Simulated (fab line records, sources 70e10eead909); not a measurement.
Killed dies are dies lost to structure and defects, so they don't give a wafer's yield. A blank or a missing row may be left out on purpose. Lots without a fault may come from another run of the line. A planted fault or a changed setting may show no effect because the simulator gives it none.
fab line records | flow nand_harc
record lots=6 wafers=18 last_day=26
route steps=1159 shown A_SLIT@782 A_SIN_REMOVE@804 A_WL_FILL@809 END@1159
lots that met no fault: from a run of the same line without faults
start_h: hours from the record's first day to the start of the lot's first wafer shown | wait_h: hours since the lot's step before | " the same as in the row above | L1.1+2: a row that stands for several wafers | - no value, or no start given | * or withheld: withheld | < > ~ a bound
route shown NAME@n: a module of which the file shows steps, and the number in the route of the first | usual: mean/standard deviation of fault-free wafers | same: alike in all rows | chamber/n: place in a boat | sites: the reading at each site | _std_site: their standard deviation | _edge_site: outer sites' mean less inner sites' | radius_mm: how far each site lies from the wafer's centre | mask NAME#n: copy n | behind: the tool/chamber that last shaped the wafer | hold: why the lot was held/for how many hours/how that ended | device: the transistor (n, p or np) that didn't switch | end of line: the same wafers' tests at the end of the route | a step without rows: its recipe alone | killed: dies lost to structure and defects at the first sort, not the wafer's yield | map: a wafer's dies, x killed, . not, _ none there
set.NAME: the setting as run; set.NAME@STEP: as run at that earlier step | model.NAME: the simulator's own value behind a step, which no gauge read
lots at some steps of the route; a table a step, a row a wafer
services: from which hour (start_h, from the record's first day; less than 0 if before it) a tool's chamber was out of use, for how many hours, and why
## steps
# step NHARC_A_SLIT_DEHYDRATE_01
# recipe temp_c=150 time_s=120
# step NHARC_A_SLIT_HMDS_02
# recipe time_s=30
# step NHARC_A_SLIT_COAT_03
# recipe spin_rpm=1500 resist_thk_nm=90
# step NHARC_A_SLIT_SOFTBAKE_04
# recipe temp_c=105 time_s=55
# step NHARC_A_SLIT_EBR_05
# step NHARC_A_SLIT_EXPOSE_06
# recipe na=1.35 dose_mj=60.82 mask_id=SLIT
# step NHARC_A_SLIT_PEB_07
# recipe peb_temp_c=100 peb_time_s=65
# step NHARC_A_SLIT_DEVELOP_08
# recipe develop_time_s=35 dev_temp_c=23
# step NHARC_A_SLIT_CD_MEAS_09
# recipe target_cd_nm=300 landing_energy_ev=500
# usual cd_nm=300.3/0.65
# columns lot.wafer tool chamber start_h wait_h cd_nm
L612.2 cd_sem-02 0 323.76 - 300.8
L612.4 " 0 " " 299.6
L612.5 " 0 " " 300.5
L619.2 cd_sem-02 0 382.67 - 299.7
L619.4 " 0 " " 300.4
L619.6 " 0 " " 299.4
L622.1 cd_sem-03 0 394.53 - 299.1
L622.5 " 0 " " 300.3
L622.6 " 0 " " 300.2
L624.3 cd_sem-01 0 406.16 - 298.8
L624.4 " 0 " " 299.4
L624.5 " 0 " " 300.2
L628.1 cd_sem-02 0 444.47 - 300.0
L628.4 " 0 " " 300.8
L628.6 " 0 " " 300.9
L632.1 cd_sem-02 0 462.90 - 300.8
L632.2 " 0 " " 301.1
L632.4 " 0 " " 300.8
# step NHARC_A_SLIT_OVL_MEAS_10
# usual overlay_x_nm=0.0/0.91 overlay_y_nm=-0.1/0.75
# columns lot.wafer tool chamber start_h wait_h overlay_x_nm overlay_y_nm
L612.2 overlay-01 - 323.85 - 0.3 0.0
L612.4 " - " " 0.1 -0.5
L612.5 " - " " -0.5 -0.3
L619.2 overlay-01 - 382.76 - 1.0 -0.3
L619.4 " - " " 1.3 -0.1
L619.6 " - " " 1.3 -0.1
L622.1 overlay-01 - 394.62 - 1.8 -1.6
L622.5 " - " " 1.6 -2.0
L622.6 " - " " 1.4 -2.0
L624.3 overlay-02 - 406.25 - 1.1 -0.2
L624.4 " - " " 1.2 0.0
L624.5 " - " " 0.8 0.0
L628.1 overlay-02 - 444.56 - 0.7 0.7
L628.4 " - " " 0.1 0.0
L628.6 " - " " 0.4 -0.2
L632.1 overlay-01 - 462.98 - -1.2 0.9
L632.2 " - " " -1.4 0.1
L632.4 " - " " -0.5 0.3
# step NHARC_A_SLIT_INSPECT_11
# usual raw_defect_count=22/10
# columns lot.wafer tool chamber start_h wait_h raw_defect_count
L612.2 defect_inspect-02 - 323.88 0.0 12
L612.4 " - " " 6
L612.5 " - " " 8
L619.2 defect_inspect-01 - 382.79 0.0 31
L619.4 " - " " 28
L619.6 " - " " 28
L622.1 defect_inspect-02 - 394.66 0.0 12
L622.5 " - " " 8
L622.6 " - " " 16
L624.3 defect_inspect-01 - 406.28 0.0 17
L624.4 " - " " 17
L624.5 " - " " 18
L628.1 defect_inspect-02 - 444.59 0.0 29
L628.4 " - " " 33
L628.6 " - " " 38
L632.1 defect_inspect-01 - 463.02 0.0 14
L632.2 " - " " 19
L632.4 " - " " 13
# step NHARC_A_SLIT_DESCUM_14
# recipe time_s=3 o2_flow_sccm=200 ar_flow_sccm=0 bias_power_w=0 chemistry=O2
# usual drypump_motor_current_A=5.9/0.42 oes_product_au=1.000/0.014 rf_vpp_V=57.7/0.96 showerhead_plenum_p_Torr=1.90/0.094 throttle_valve_pct=11.312/0.0091
# columns lot.wafer tool chamber start_h wait_h drypump_motor_current_A oes_product_au rf_hours_counter_h rf_vpp_V showerhead_plenum_p_Torr throttle_valve_pct
L612.2 rie_diel-06 1 323.96 0.1 6.0 1.014 3 58.2 1.79 11.331
L612.4 " 2 " " 5.6 0.993 3 57.7 1.92 11.305
L612.5 " 0 " " 6.4 1.007 - 57.2 1.94 11.301
L619.2 rie_diel-06 1 382.87 0.1 5.9 0.996 8 56.4 1.78 11.322
L619.4 " 2 " " 5.6 0.992 7 58.7 1.91 11.292
L619.6 " 0 " " 6.4 0.998 - 57.6 1.94 11.316
L622.1 rie_diel-06 0 394.72 0.1 6.4 1.001 9 58.7 1.94 11.314
L622.5 " 0 " " 6.4 0.993 - 57.9 1.94 11.309
L622.6 " 1 " " 6.0 1.001 - 58.0 1.78 11.305
L624.3 rie_diel-05 0 406.34 0.1 5.6 1.012 5 55.6 1.80 11.298
L624.4 " 0 " " 5.6 1.016 - 57.4 1.80 11.320
L624.5 " 2 " " 6.3 1.018 - 58.0 1.98 11.317
L628.1 rie_diel-05 0 444.67 0.1 5.6 1.020 8 56.6 1.80 11.319
L628.4 " 1 " " 6.3 1.000 7 58.3 2.02 11.315
L628.6 " 2 " " 6.4 1.005 - 58.8 1.98 11.301
L632.1 rie_diel-10 2 463.08 0.1 6.0 0.970 6 57.7 1.83 11.321
L632.4 " 3 " " 5.5 1.013 6 59.8 2.05 11.321
L632.2 " 1 " " 5.6 1.005 5 56.4 1.87 11.320
# step NHARC_A_SLIT_ETCH_24
# recipe target_depth_a=1210 time_s=60.5 cf4_flow_sccm=100 chf3_flow_sccm=30 ar_flow_sccm=0 rf_w=500 bias_w=200 chemistry=CF4/CHF3
# usual drypump_motor_current_A=5.8/0.41 oes_product_au=0.960/0.021 rf_vpp_V=370.2/2.6 showerhead_plenum_p_Torr=1.56/0.072 throttle_valve_pct=16.802/0.008
# columns lot.wafer tool chamber start_h wait_h drypump_motor_current_A oes_product_au rf_hours_counter_h rf_vpp_V showerhead_plenum_p_Torr throttle_valve_pct
L612.4 rie_diel-06 3 324.03 0.1 6.0 0.934 3 367.8 1.47 16.812
L612.2 " 1 " " 6.0 0.921 3 368.8 1.47 16.818
L612.5 " 3 " " 6.0 0.921 - 367.1 1.47 16.799
L619.2 rie_diel-06 2 382.94 0.1 5.6 0.962 7 370.8 1.57 16.801
L619.4 " 1 " " 5.9 0.971 8 367.0 1.47 16.791
L619.6 " 3 " " 6.0 0.953 - 367.5 1.47 16.787
L622.1 rie_diel-06 3 394.82 0.1 6.0 0.932 8 367.7 1.47 16.805
L622.5 " 0 " " 6.4 0.928 - 370.3 1.60 16.801
L622.6 " 1 " " 5.9 0.933 - 367.2 1.47 16.812
L624.3 rie_diel-05 1 406.46 0.1 6.3 0.977 4 373.6 1.66 16.800
L624.4 " 2 " " 6.3 0.963 - 370.8 1.63 16.798
L624.5 " 0 " " 5.5 0.978 - 366.7 1.49 16.799
L628.1 rie_diel-05 2 444.74 0.1 6.3 0.962 7 372.5 1.62 16.806
L628.4 " 0 " " 5.6 0.991 8 367.6 1.49 16.807
L628.6 " 2 " " 6.3 0.972 - 372.7 1.62 16.789
L632.2 rie_diel-10 1 463.17 0.1 5.7 0.951 5 368.6 1.54 16.804
L632.4 " 2 " " 6.0 0.930 6 367.6 1.51 16.787
L632.1 " 0 " " 6.0 0.940 5 368.4 1.48 16.804
# step NHARC_A_SLIT_ETCH_15
# recipe target_depth_a=32000 over_etch_frac=0.3 time_s=832 ion_energy_ev=150 o2_flow_sccm=400 cos_flow_sccm=20 ar_flow_sccm=0 rf_w=500 bias_w=300 chemistry=O2/COS
# step NHARC_A_SLIT_ETCH_17
# recipe bias_v=900 source_w=withheld pressure_mtorr=20 ar_flow_sccm=375 c4f8_flow_sccm=83.3 o2_flow_sccm=41.7 time_s=1687.5 target_depth_a=1.01e+05 chemistry=C4F8/O2/Ar
# step NHARC_A_SLIT_ETCH_26
# recipe bias_v=400 source_w=2000 pressure_mtorr=25 time_s=90 ar_flow_sccm=375 c4f8_flow_sccm=41.7 o2_flow_sccm=83.3 target_depth_a=4000 chemistry=C4F8/O2/Ar
# step NHARC_A_SLIT_STRIP_28
# recipe o2_flow_sccm=400 cos_flow_sccm=20 ar_flow_sccm=0 bias_w=0 chemistry=O2/COS
# step NHARC_A_SLIT_ETCH_29
# recipe target_depth_a=1000 overetch_a=100 time_s=55 ion_energy_ev=100 cf4_flow_sccm=80 o2_flow_sccm=20 ar_flow_sccm=0 rf_w=300 bias_w=100 chemistry=CF4/O2
# step NHARC_A_SLIT_STRIP_18
# recipe o2_flow_sccm=500 ar_flow_sccm=0 bias_w=0 chemistry=O2
# step NHARC_A_SLIT_PRECLEAN_19
# recipe time_s=* temp_c=50 bath_age_min=0 chemistry=SC1
# step NHARC_A_SLIT_SRD_20
# step NHARC_A_SLIT_CD_MEAS_21
# usual cd_nm=289.3/0.85
# columns lot.wafer tool chamber start_h wait_h cd_nm
L612.2 cd_sem-03 - 328.28 - 289.6
L612.4 " - " " 289.4
L612.5 " - " " 288.1
L619.2 cd_sem-02 - 386.26 - 290.0
L619.4 " - " " 290.1
L619.6 " - " " 291.3
L622.1 cd_sem-02 - 398.14 - 289.1
L622.5 " - " " 288.3
L622.6 " - " " 289.4
L624.3 cd_sem-01 - 409.99 - 289.3
L624.4 " - " " 290.3
L624.5 " - " " 289.8
L628.1 cd_sem-02 - 448.15 - 289.5
L628.4 " - " " 289.2
L628.6 " - " " 290.2
L632.1 cd_sem-03 - 466.48 - 290.3
L632.2 " - " " 290.4
L632.4 " - " " 290.1
# step NHARC_A_SIN_REMOVE_WET_00
# recipe temp_c=160 time_s=15300 chemistry=H3PO4
# step NHARC_A_SIN_REMOVE_PRECLEAN_01
# recipe time_s=* temp_c=50 bath_age_min=0 chemistry=SC1
# step NHARC_A_SIN_REMOVE_SRD_02
# step NHARC_A_SIN_REMOVE_INSPECT_04
# usual raw_defect_count=308/97
# columns lot.wafer tool chamber start_h wait_h raw_defect_count
L612.2 defect_inspect-01 - 336.01 0.0 397
L612.4 " - " " 408
L612.5 " - " " 700
L619.2 defect_inspect-01 - 392.80 0.1 485
L619.4 " - " " 267
L619.6 " - " " 499
L622.1 defect_inspect-02 - 405.87 0.0 494
L622.5 " - " " 216
L622.6 " - " " 253
L624.3 defect_inspect-01 - 417.73 0.0 328
L624.4 " - " " 386
L624.5 " - " " 291
L628.1 defect_inspect-02 - 455.22 0.0 390
L628.4 " - " " 448
L628.6 " - " " 371
L632.1 defect_inspect-02 - 474.22 0.0 353
L632.2 " - " " 254
L632.4 " - " " 197
# step NHARC_A_WL_FILL_ALD_00
# recipe target_thk_a=30 pulse_time_s=3 ald_cycles=30 temp_c=300 material=Al2O3
# step NHARC_A_WL_FILL_RTA_01
# recipe temp_c=1000 time_s=5
# usual lamp_power_pct=29.7/3 wafer_temp_C_max=1004.5/1.6
# columns lot.wafer tool chamber start_h wait_h lamp_power_pct wafer_temp_C_max
L612.2 rtp_anneal-02 0 339.08 - 26.4 1002.6
L612.4 " 0 " " 26.4 1002.9
L612.5 " 0 " " 26.4 1002.9
L619.2 rtp_anneal-02 0 393.53 - 26.4 1002.7
L619.4 " 0 " " 26.5 1002.6
L619.6 " 0 " " 26.4 1002.3
L622.1 rtp_anneal-01 0 408.40 - 32.4 1006.6
L622.5 " 0 " " 32.4 1006.4
L622.6 " 0 " " 32.4 1006.8
L624.3 rtp_anneal-01 0 418.12 - 32.4 1004.0
L624.4 " 0 " " 32.4 1004.3
L624.5 " 0 " " 32.4 1005.1
L628.1 rtp_anneal-01 0 455.55 - 32.4 1005.3
L628.4 " 0 " " 32.4 1006.5
L628.6 " 0 " " 32.4 1006.1
L632.1 rtp_anneal-02 0 474.70 0.3 26.4 1002.8
L632.2 " 0 " " 26.4 1001.9
L632.4 " 0 " " 26.4 1003.2
# step NHARC_A_WL_FILL_ALD_02
# recipe target_thk_a=20 pulse_time_s=3 ald_cycles=100 temp_c=450 material=TiN
# usual heater_power_w=1013/99 precursor_pulse_height_rel=1.001/0.021
# same pulse_time_s=3
# columns lot.wafer tool chamber start_h wait_h heater_power_w precursor_pulse_height_rel
L612.2 ald_metal-04 3 339.26 0.2 999 1.014
L612.4 " 0 " " 947 1.031
L612.5 " 0 " " 977 0.964
L619.2 ald_metal-01 0 393.77 0.2 969 0.995
L619.4 " 1 " " 1009 0.959
L619.6 " 0 " " 962 1.036
L622.1 ald_metal-01 0 408.69 0.3 991 0.981
L622.6 " 2 " " 938 1.047
L622.5 " 3 " " 915 0.976
L624.4 ald_metal-01 0 418.28 0.1 966 0.994
L624.3 " 1 " " 1008 1.002
L624.5 " 1 " " 995 0.988
L628.1 ald_metal-04 0 455.86 0.3 1001 0.985
L628.6 " 2 " " 867 0.970
L628.4 " 0 " " 957 1.012
L632.1 ald_metal-04 0 474.92 0.2 988 1.003
L632.2 " 2 " " 888 0.975
L632.4 " 2 " " 912 0.999
# step NHARC_A_WL_FILL_CVD_03
# recipe target_thk_a=400 temp_c=300 pressure_torr=40 wf6_flow_sccm=40 h2_flow_sccm=1600 ar_flow_sccm=1560 time_s=3302 material=W
# usual heater_power_w=499/40 throttle_valve_pct=8.3/0.53
# columns lot.wafer tool chamber start_h wait_h heater_power_w throttle_valve_pct
L612.2 cvd_w-02 0 340.49 0.8 554 8.4
L612.4 " 0 " " 546 8.5
L612.5 " 0 " " 535 8.8
L619.2 cvd_w-01 0 399.36 5.3 516 8.8
L619.4 " 0 " " 519 8.9
L619.6 " 1 " " 447 7.8
L622.1 cvd_w-01 1 412.38 3.4 456 7.8
L622.6 " 0 413.80 4.8 536 8.6
L622.5 " 1 " " 447 7.7
L624.4 cvd_w-01 1 423.82 5.2 445 7.7
L624.3 " 0 " " 535 8.8
L624.5 " 1 " " 449 7.6
L628.1 cvd_w-01 1 456.27 0.1 456 7.7
L628.4 " 1 " " 448 7.5
L628.6 " 0 458.66 2.4 522 8.8
L632.1 cvd_w-01 1 475.43 0.1 448 7.8
L632.2 " 0 " " 534 9.1
L632.4 " 0 " " 526 8.7
# step NHARC_A_WL_FILL_ETCHBACK_04
# recipe target_depth_a=600 time_s=120 chemistry=NF3
# step NHARC_A_WL_FILL_ETCHBACK_05
# recipe target_depth_a=220 time_s=60 temp_c=40 chemistry=Cl2/BCl3
# step NHARC_A_WL_FILL_STRIP_27
# recipe power_w=1500 temp_c=250 time_s=20 chemistry=N2/H2
# step NHARC_A_WL_FILL_STRIP_28
# recipe time_s=1200 temp_c=72.5 chemistry=post_etch_residue_remover
# step NHARC_A_WL_FILL_PRECLEAN_06
# recipe time_s=300 chemistry=DIW
# step NHARC_A_WL_FILL_SRD_07
# step NHARC_A_WL_FILL_ANNEAL_08
# recipe temp_c=450 time_s=1800
# step NHARC_A_WL_FILL_ALD_10
# recipe target_thk_a=500 pulse_time_s=10 ald_cycles=500 temp_c=300 material=SiO2
# usual heater_power_w=472/56 precursor_pulse_height_rel=0.997/0.019
# same pulse_time_s=10
# columns lot.wafer tool chamber start_h wait_h heater_power_w precursor_pulse_height_rel
L612.2 ald_hk-03 1 350.18 1.1 511 0.995
L612.4 " 2 " " 366 1.005
L612.5 " 0 351.72 2.6 487 0.970
L619.2 ald_hk-04 3 405.63 0.6 476 1.019
L619.4 " 0 " " 411 0.959
L619.6 " 3 407.69 2.7 485 0.978
L622.1 ald_hk-02 1 421.85 0.1 522 0.993
L622.6 " 1 423.90 2.1 507 0.979
L622.5 " 2 " " 483 0.973
L624.3 ald_hk-04 1 431.77 0.1 521 1.019
L624.4 " 0 433.31 1.6 430 1.008
L624.5 " 2 434.34 2.6 545 1.001
L628.1 ald_hk-04 1 465.69 0.1 516 0.999
L628.4 " 3 466.71 1.1 486 1.016
L628.6 " 2 468.24 2.6 522 1.016
L632.1 ald_hk-02 2 485.37 1.1 505 0.978
L632.4 " 3 486.41 2.1 404 0.987
L632.2 " 0 487.45 3.2 523 1.003
# step NHARC_A_WL_FILL_ETCHBACK_16
# recipe target_depth_a=880 time_s=17.6 c4f8_flow_sccm=withheld o2_flow_sccm=8 ar_flow_sccm=withheld rf_w=600 bias_w=800 chemistry=C4F8/O2/Ar
# step NHARC_END_SORT_01
# recipe temp_c=25
# usual killed_at_array=27/12 killed_at_other=0.9/1.1 killed_at_periphery=3.2/2.4 killed_dies=31/12 killed_open=3.3/1.7 killed_short=2.0/1.6
# same gross_dies=677
# columns lot.wafer tool chamber start_h wait_h killed_at_array killed_at_other killed_at_periphery killed_dies killed_open killed_short
L619.6 prober-01 0 575.33 3.9 88 3 2 93 4 1
L622.1 prober-02 0 586.87 2.5 82 0 0 82 0 3
# killed by level:class
L619.6 A_SLIT:unspecified=65 A_CHANNEL_HOLE_D1:chamber_film_flake=17 THIN_TSV:chamber_film_flake=3 A_STAIRCASE:chamber_film_flake=2 P_CONTACT:geometric_particle:open=1 P_M0:geometric_particle:short=1 A_WL_FILL:geometric_particle:open=1 A_CONTACT:geometric_particle:open=1
L622.1 A_SLIT:unspecified=63 A_CONTACT:chamber_film_flake=7 A_CHANNEL_HOLE_D1:chamber_film_flake=6 A_ONON_D1:geometric_particle:short=3 A_STAIRCASE:chamber_film_flake=2 A_WL_FILL:chamber_film_flake=1
# map L619.6 (x killed, . not)
____________.____________
_________xxx...._________
_______....xx....._______
______....x.x......______
_____....xxxxx......_____
____......xx.........____
____........x........____
___.......xx.x........___
___....x...x.x.x......___
__...........x.x.......__
__.........xxxxxx......__
_..........xxxxxxx......_
_..........xxxxx.xx....._
_..........xxxxxx......._
_.........x.xxxxxx......_
_..........xxxxxxx.x...._
............xxxxx........
.........xxxxxxxx........
...........xxx..x........
.............x.x.........
..............x..........
_..........x............_
_......................._
_..........x............_
_.......x..............._
_......................._
__.....................__
__............x.x.....x__
___...................___
___x..................___
____.................____
____.................____
_____..x............_____
______.............______
_______..........._______
_________......._________
____________.____________
# map L622.1 (x killed, . not)
____________.____________
_________......._________
_______........x.._______
______.............______
_____..............._____
____.................____
____.................____
___.........x.........___
___.........x.x.......___
__...........xxx.......__
__..........xxxxxx...x.__
_.........xxxxxxx......._
_..........xxxxxx......._
_........x.xxxxxx......._
_.....x...xxxxxxxx.x...._
_..........xxxxxxx......_
............xxxxx........
.....x.....xxx.x.........
............x.xx.........
........x.....xxx........
......x.......x..........
_..............x........_
_......x......x........._
_......................._
_x.....x................_
_..................x...._
__.x.....x.............__
__.....x...............__
___...................___
___..................x___
____.................____
____........x........____
_____........x......_____
______.............______
_______..........._______
_________......._________
____________.____________
## services
# columns tool chamber start_h hours kind
rtp_anneal-02 - 300.00 12.0 pm
ald_metal-01 0 324.95 57.2 repair
rie_diel-05 - 340.60 9.0 pm
cvd_w-02 - 350.57 0.9 repair
rie_diel-10 - 353.50 9.0 pm
ald_hk-04 - 367.39 10.0 pm
ald_metal-04 - 369.48 0.7 repair
rie_diel-06 - 401.28 1.2 repair
ald_hk-04 - 402.20 1.2 repair
rie_diel-06 2 402.85 72.2 repair
rie_diel-05 3 404.91 5.2 repair
ald_metal-04 - 406.00 10.0 pm
rie_diel-06 3 413.63 1.2 repair
rie_diel-05 2 416.88 2.6 repair
rie_diel-06 0 417.64 8.0 repair
rie_diel-06 - 418.23 9.0 pm
rie_diel-05 1 418.84 2.9 repair
rie_diel-06 3 439.70 5.4 repair
rie_diel-05 2 449.90 18.6 repair
ald_metal-01 - 458.00 10.0 pm
ald_hk-02 - 459.16 10.0 pm
rie_diel-06 0 459.89 12.0 repair
cvd_w-01 - 478.26 13.0 pm
ald_hk-04 - 478.99 1.2 repair
## key
first_sign step=NHARC_END_SORT_01 reading=killed_at_array direction=up sigmas=5 usual=27 struck=85
effect step=NHARC_END_SORT_01 reading=killed_dies direction=up sigmas=4.8 usual=31 struck=88
more_kills_born_at NHARC_A_SLIT_ETCH_24@rie_diel-06=128
met_at NHARC_A_SLIT_ETCH_24
struck_wafers L619.6,L622.1
tester_left_out L619,L622
onset_between 324.03 382.94
fault kind=chamber_particle_source tool=rie_diel-06 chamber=3 onset_h=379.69 steps=NHARC_A_SLIT_ETCH_24 rate_per_visit_cm2=0.40141 end_h=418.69
# tester_left_out: of these lots the tester's yield and bins aren't shown, on N5 and GAA mostly nor the transistor test; their killed dies are dies lost to structure and defects alone, not to doping, threshold or leakage, so they don't give the yield
